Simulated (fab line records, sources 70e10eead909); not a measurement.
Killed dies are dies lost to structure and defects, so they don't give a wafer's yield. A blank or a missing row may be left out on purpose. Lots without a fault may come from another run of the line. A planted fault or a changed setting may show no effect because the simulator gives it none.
Which tool did it? | flow nand_harc | 12 lots, 36 wafers sampled, at 6 steps of a route of 1159

WHAT THE GAUGES READ, wafer by wafer
NHARC_A_SOURCE_PLATE_INSPECT_08. Usual: raw_defect_count 59, standard deviation 19.
lot  | measured     | on                | raw_defect_count | flag
L790 | day 7 16:55  | defect_inspect-02 | 70 43 46         |
L789 | day 8 00:58  | defect_inspect-02 | 44 59 58         |
L791 | day 8 01:01  | defect_inspect-02 | 43 79 57         |
L804 | day 10 18:10 | defect_inspect-02 | 98 83 58         |
L800 | day 10 18:10 | defect_inspect-01 | 41 81 74         |
L802 | day 11 02:32 | defect_inspect-01 | 75 55 67         |
L806 | day 11 19:31 | defect_inspect-02 | 58 83 49         |
L807 | day 12 06:05 | defect_inspect-01 | 41 43 44         |
L809 | day 12 06:04 | defect_inspect-01 | 49 32 82         |
L808 | day 12 06:04 | defect_inspect-02 | 81 59 69         |
L811 | day 12 15:56 | defect_inspect-01 | 54 50 63         |
L812 | day 13 13:14 | defect_inspect-02 | 47 51 51         |

NHARC_A_ONON_D1_THK_MEAS_18: measures by ellipsometry. Usual: thk_nm 1000 nm, standard deviation 11.
lot  | measured     | on            | thk_nm (nm)    | flag
L790 | day 8 03:03  | film_metro-01 | 1009 1009 1009 |
L789 | day 8 11:41  | film_metro-01 | 986 986 985    |
L791 | day 8 11:46  | film_metro-01 | 1021 1021 1021 |
L804 | day 11 05:11 | film_metro-01 | 1009 1009 1010 |
L800 | day 11 05:04 | film_metro-02 | 1006 1006 1007 |
L802 | day 11 12:38 | film_metro-01 | 989 989 990    |
L806 | day 12 08:08 | film_metro-02 | 1001 1001 1001 |
L807 | day 12 16:31 | film_metro-02 | 994 993 994    |
L809 | day 12 16:31 | film_metro-01 | 1018 1020 1021 |
L808 | day 12 16:52 | film_metro-02 | 1006 1006 1007 |
L811 | day 13 02:09 | film_metro-02 | 1001 999 999   |
L812 | day 14 02:11 | film_metro-02 | 981 980 981    |

NHARC_A_ONON_D1_THK_MEAS_21: measures by ellipsometry. Usual: thk_nm 1000 nm, standard deviation 11.
lot  | measured     | on            | thk_nm (nm)    | flag
L790 | day 8 03:37  | film_metro-01 | 1016 1015 1016 |
L789 | day 8 12:14  | film_metro-02 | 1003 1003 1004 |
L791 | day 8 12:28  | film_metro-01 | 990 992 991    |
L804 | day 11 05:46 | film_metro-02 | 1003 1005 1002 |
L800 | day 11 05:37 | film_metro-01 | 751 750 753    | OFF
L802 | day 11 13:12 | film_metro-01 | 762 760 765    | OFF
L806 | day 12 08:42 | film_metro-01 | 997 995 995    |
L807 | day 12 17:04 | film_metro-01 | 987 986 987    |
L809 | day 12 17:13 | film_metro-02 | 1012 1012 1013 |
L808 | day 12 17:33 | film_metro-02 | 987 986 986    |
L811 | day 13 02:43 | film_metro-01 | 995 994 995    |
L812 | day 14 02:46 | film_metro-02 | 999 998 998    |

NHARC_END_SORT_01. Usual: killed_at_array 27, standard deviation 10; killed_at_other 0.6, standard deviation 0.96; killed_at_periphery 3.4, standard deviation 2.7; killed_dies 31, standard deviation 10; killed_open 2.9, standard deviation 1.8; killed_short 1.8, standard deviation 1.4.
lot  | measured     | on        | killed_at_array | killed_at_other | killed_at_periphery | killed_dies | killed_open | killed_short | flag
L800 | day 22 13:23 | prober-02 | 676 675 677     | 0 0 0           | 1 2 0               | 677 677 677 | 0 3 3       | 6 1 1        | OFF
L802 | day 22 14:59 | prober-01 | 674 676 675     | 1 0 2           | 2 1 0               | 677 677 677 | 3 3 1       | 1 2 0        | OFF

WHICH TOOL RAN EACH LOT (tool, then ch and the chambers of the sampled wafers, then the start)
lot  | NHARC_A_ZERO_WELL_ETCH_13        | NHARC_A_ONON_D1_DEP_19
L790 | rie_si-04 ch 0,1,2, day 6 19:36  | pecvd_onon-02 ch 0, day 8 03:14
L789 | rie_si-03 ch 0,2,3, day 7 01:14  | pecvd_onon-01 ch 0, day 8 11:51
L791 | rie_si-06 ch 0,1, day 7 06:22    | pecvd_onon-03 ch 0, day 8 11:57
L804 | rie_si-03 ch 0,1,3, day 9 21:05  | pecvd_onon-02 ch 0, day 11 05:19
L800 | rie_si-03 ch 0,1,2, day 9 23:42  | pecvd_onon-03 ch 0, day 11 05:07
L802 | rie_si-04 ch 1,2,3, day 10 05:02 | pecvd_onon-03 ch 0, day 11 12:48
L806 | rie_si-03 ch 0,1,2, day 10 18:17 | pecvd_onon-01 ch 0, day 12 08:14
L807 | rie_si-03 ch 1,2,3, day 11 04:40 | pecvd_onon-01 ch 0, day 12 16:44
L809 | rie_si-06 ch 0,2,3, day 11 04:48 | pecvd_onon-02 ch 0, day 12 16:41
L808 | rie_si-04 ch 1,2,3, day 11 06:20 | pecvd_onon-02 ch 0, day 12 17:10
L811 | rie_si-04 ch 0,2,3, day 11 18:52 | pecvd_onon-02 ch 0, day 13 02:16
L812 | rie_si-03 ch 0,3, day 12 11:14   | pecvd_onon-02 ch 0, day 14 02:19
- NHARC_A_ZERO_WELL_ETCH_13: etches the open film in HBr/Cl2, target depth 120 nm, time 40.1 s.
- NHARC_A_ONON_D1_DEP_19: target thk 1000 nm.

WHAT THE TOOLS THEMSELVES READ (means of the sampled wafers that have a number; where no wafer has one, the mark that the record gives instead)
NHARC_A_ZERO_WELL_ETCH_13. Usual: drypump_motor_current_A 5.7 A, standard deviation 0.45; hbr_flow_sccm 150.0 sccm, standard deviation 0.41; he_backside_leak_sccm 2.7 sccm, standard deviation 0.32; oes_product_au 0.998 a.u., standard deviation 0.011; throttle_valve_pct 26.407 %, standard deviation 0.0096.
lot  | tool      | drypump_motor_current_A (A) | hbr_flow_sccm (sccm) | he_backside_leak_sccm (sccm) | oes_product_au (a.u.) | throttle_valve_pct (%) | flag
L790 | rie_si-04 | 5.9                         | 150.0                | 2.5                          | 0.990                 | 26.409                 |
L789 | rie_si-03 | 5.4                         | 150.1                | 2.8                          | 0.992                 | 26.398                 |
L791 | rie_si-06 | 6.2                         | 150.2                | 2.7                          | 1.008                 | 26.404                 |
L804 | rie_si-03 | 5.5                         | 150.2                | 2.7                          | 0.996                 | 26.408                 |
L800 | rie_si-03 | 5.3                         | 149.6                | 2.8                          | 0.990                 | 26.401                 |
L802 | rie_si-04 | 5.8                         | 150.2                | 2.6                          | 1.004                 | 26.413                 |
L806 | rie_si-03 | 5.3                         | 149.9                | 2.8                          | 1.002                 | 26.418                 |
L807 | rie_si-03 | 5.7                         | 149.8                | 2.9                          | 0.996                 | 26.402                 |
L809 | rie_si-06 | 6.2                         | 149.9                | 2.6                          | 1.000                 | 26.410                 |
L808 | rie_si-04 | 5.8                         | 150.2                | 2.4                          | 1.007                 | 26.412                 |
L811 | rie_si-04 | 5.7                         | 149.9                | 3.3                          | 0.996                 | 26.405                 |
L812 | rie_si-03 | 5.6                         | 150.0                | 2.9                          | 0.996                 | 26.404                 |

NHARC_A_ONON_D1_DEP_19. Usual: n2o_flow_sccm 2000 sccm, standard deviation 5.8.
lot  | tool          | n2o_flow_sccm (sccm) | flag
L790 | pecvd_onon-02 | 2003                 |
L789 | pecvd_onon-01 | 2004                 |
L791 | pecvd_onon-03 | 1999                 |
L804 | pecvd_onon-02 | 2010                 |
L800 | pecvd_onon-03 | 1999                 |
L802 | pecvd_onon-03 | 2002                 |
L806 | pecvd_onon-01 | 2005                 |
L807 | pecvd_onon-01 | 1993                 |
L809 | pecvd_onon-02 | 1995                 |
L808 | pecvd_onon-02 | 2001                 |
L811 | pecvd_onon-02 | 2003                 |
L812 | pecvd_onon-02 | 1999                 |

THE ANSWER, worked out from the rows above alone
Rule: a lot is off if the mean of its wafers that have a number lies more than 3 standard deviations from the usual mean. A lot without any number at a reading at which 4 lots or more have one is off too. The other lots that the step has rows for count as sound. The gauges are gone through in route order, then the tools' own readings, and for those a lot's mean is taken as printed above. The first step at which some lot is off is used, and at that step the reading that is off furthest; a lot without a number counts as furthest.
Off: L800, L802, at NHARC_A_ONON_D1_THK_MEAS_21 (thk_nm).
A tool fits if, at a process step before that reading, it ran every lot that is off, and no sound lot after the first of them. The gauges at NHARC_A_ONON_D1_THK_MEAS_21 aren't tried: what is off there is off at NHARC_END_SORT_01 too, on other tools, and a gauge's error can't cause that. One fits: pecvd_onon-03 at NHARC_A_ONON_D1_DEP_19. Its last sound lot is L791 (day 8 11:57), its first lot that is off L800 (day 11 05:07): a fault that began between those two fits.

WHAT THE SIMULATOR HAD PUT IN
Process parameter drift: pecvd_onon-03, from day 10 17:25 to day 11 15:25, at NHARC_A_ONON_D1_DEP_19. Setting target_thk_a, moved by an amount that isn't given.
Lots struck among those shown: L800, L802. The rule above found the same.
